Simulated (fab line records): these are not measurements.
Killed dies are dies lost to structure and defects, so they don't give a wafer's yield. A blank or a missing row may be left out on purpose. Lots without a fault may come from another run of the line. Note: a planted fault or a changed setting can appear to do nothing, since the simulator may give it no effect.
Chamber matching :: flow n5 finfet :: cvd co-01 running N5_BEOL_M2_PRE_CLEAN_60: 3 sister chambers
The step time 15 s. 6 wafers are shown with their chamber, then 12 later ones without.

WAFERS, EACH WITH ITS CHAMBER
wafer: L089.4
chamber: 1
heater power w (W): 80

wafer: L091.4
chamber: 1
heater power w (W): 80

wafer: L091.5
chamber: 2
heater power w (W): 85

wafer: L092.1
chamber: 0
heater power w (W): 100

wafer: L092.2
chamber: 2
heater power w (W): 83

wafer: L092.5
chamber: 0
heater power w (W): 100

WAFERS MISSING THEIR CHAMBER
wafer: L095.1
heater power w (W): 100

wafer: L095.2
heater power w (W): 87

wafer: L095.3
heater power w (W): 85

wafer: L095.4
heater power w (W): 85

wafer: L095.5
heater power w (W): 83

wafer: L095.6
heater power w (W): 98

wafer: L094.2
heater power w (W): 82

wafer: L094.4
heater power w (W): 85

wafer: L094.5
heater power w (W): 100

wafer: L097.3
heater power w (W): 97

wafer: L097.4
heater power w (W): 84

wafer: L097.5
heater power w (W): 95

WHICH CHAMBER EACH WENT THROUGH
wafer: L095.1
from the rows above: 0
in truth: 0

wafer: L095.2
from the rows above: 2
in truth: 2

wafer: L095.3
from the rows above: 2
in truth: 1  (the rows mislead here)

wafer: L095.4
from the rows above: 2
in truth: 2

wafer: L095.5
from the rows above: 2
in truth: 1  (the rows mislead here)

wafer: L095.6
from the rows above: 0
in truth: 0

wafer: L094.2
from the rows above: can't be placed: 1 or 2
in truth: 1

wafer: L094.4
from the rows above: 2
in truth: 2

wafer: L094.5
from the rows above: 0
in truth: 0

wafer: L097.3
from the rows above: 0
in truth: 0

wafer: L097.4
from the rows above: 2
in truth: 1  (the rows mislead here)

wafer: L097.5
from the rows above: 0
in truth: 0
Correct placement for 8 of the 12. Unplaceable from these rows: 1, with the true chamber sitting among the candidates in 1. Placed wrongly: 3.
How it was worked out, from the rows above alone: a wafer's distance from a chamber is the root of the sum, over the readings, of the square of ((its reading less the chamber's mean) divided by the reading's scatter). If the next closest chamber is less than 2 further off than the closest, the wafer can't be placed; otherwise it belongs to the closest. The mean given for a chamber averages the wafers shown for that chamber. The scatter: the root of (the sum of the squares of (reading less its chamber's mean) over the shown wafers, divided by (wafers less chambers)).
